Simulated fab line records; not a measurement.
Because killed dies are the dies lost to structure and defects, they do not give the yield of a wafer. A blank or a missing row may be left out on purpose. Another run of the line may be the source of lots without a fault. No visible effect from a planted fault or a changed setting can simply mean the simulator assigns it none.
Split-lot trial | flow n5 finfet | on a route of 1938 steps: 7 lots, 21 wafers read

ABOUT THE SPLIT
At N5_HKMG_FIN_ETCH_55 (etches SOC in N2/H2, target depth 240 nm, time 300 s), the setting bias w was moved away from the recipe's 150 W on 9 of the 21 wafers read, by -17.2% to +14.1%. For the rest of the wafers, this setting stayed at what the recipe calls for.

The split's own step is where the reading is taken.

THE READING
rf vpp V, in V, at N5_HKMG_FIN_ETCH_55 (etches SOC in N2/H2, target depth 240 nm, time 300 s). Fault-free wafers of this fab line usually give 523.7 V, standard deviation 2.7 V.

wafer  | tool, chamber at the split | bias w as run, W | against the recipe | rf vpp V, V | against lot-mates on the recipe
L074.1 | rie diel-02, 3             | 159.3            | +6.2%              | 547.0       | +25.2
L074.4 | rie diel-02, 0             | 159.3            | +6.2%              | 544.9       | +23.1
L074.6 | rie diel-02, 2             | 150              | recipe             | 521.8       | -
L077.1 | rie diel-04, 2             | 150              | recipe             | 522.1       | -
L077.3 | rie diel-04, 1             | 150              | recipe             | 527.0       | -
L077.5 | rie diel-04, 2             | 150              | recipe             | 522.4       | -
L079.1 | rie diel-03, 2             | 140.4            | -6.4%              | 500.3       | -23.3
L079.3 | rie diel-03, 3             | 140.4            | -6.4%              | 504.4       | -19.2
L079.4 | rie diel-03, 0             | 150              | recipe             | 523.6       | -
L081.1 | rie diel-03, 3             | 171.2            | +14.1%             | 572.0       | +46.1
L081.3 | rie diel-03, 2             | 171.2            | +14.1%             | 568.1       | +42.2
L081.6 | rie diel-03, 3             | 150              | recipe             | 525.9       | -
L087.1 | rie diel-02, 2             | 150              | recipe             | 521.6       | -
L087.2 | rie diel-02, 3             | 124.2            | -17.2%             | 468.2       | -55.0
L087.3 | rie diel-02, 0             | 150              | recipe             | 524.7       | -
L088.2 | rie diel-04, 1             | 150              | recipe             | 526.6       | -
L088.3 | rie diel-04, 0             | 150              | recipe             | 528.7       | -
L088.6 | rie diel-04, 1             | 150              | recipe             | 527.9       | -
L092.1 | rie diel-04, 0             | 131.7            | -12.2%             | 487.2       | -34.6
L092.5 | rie diel-04, 3             | 131.7            | -12.2%             | 481.2       | -40.6
L092.6 | rie diel-04, 2             | 150              | recipe             | 521.8       | -

FIT RESULTS
A straight line over all 21 wafers: rf vpp V changes by +3.29 V for each +1% of bias w; r = +1.00; the points scatter about the line by 2.5 V.
The same after taking each lot's own level away (the mean of its wafers on the recipe; 21 wafers): +3.2 V for each +1%; r = +1.00; scatter 2.3 V.
Per that fit: largest bias w move, reading shift of 55 V.
From 521.80 to 527.73 V: that is the span of the lots' own levels, equal to 2.2 times the standard deviation above.
The two slopes are in agreement: the lot-to-lot level therefore moves the slope only a little.
Check: with one of the wafers moved furthest among these (-17.2%) left out of the fit, the line predicts -54.6 V for it against its lot-mates. It came out at -55 V against them.
Tool readings at the split's step, against how far the setting was moved: rf vpp V r = +1.00.

THE OTHER SPLITS THESE WAFERS WENT THROUGH
Other splits were also applied to these wafers ahead of the reading. Each is held against what the fit with the lots' levels taken away leaves over:
other split on the same wafers | wafers away from the commonest value | r with rf vpp V (lot level and that fit taken away)
N5_SD_EPI_P_EPI_21 temp c      | 9                                    | +0.40
N5_HKMG_FIN_EXPOSE_46 dose mj  | 9                                    | -0.09

THE WHOLE CHAIN: every reading that the file lists as answering this split, in the file's order
step                | what it does                                         | reading                                                                           | change (the file's fit)               | r (the file's)
N5_HKMG_FIN_ETCH_55 | etches SOC in N2/H2, target depth 240 nm, time 300 s | rf vpp V                                                                          | +3.2 V for each +1% of the setting    | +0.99
N5_HKMG_FIN_ETCH_55 | etches SOC in N2/H2, target depth 240 nm, time 300 s | SiARC_of_HKMG_FIN_COAT_42.thk nm (the simulator's own value, which no gauge read) | -0.179 nm for each +1% of the setting | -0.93

THE FILE'S OWN FIT
rf vpp V changes by +3.2 V for each +1% of bias w, r = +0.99.
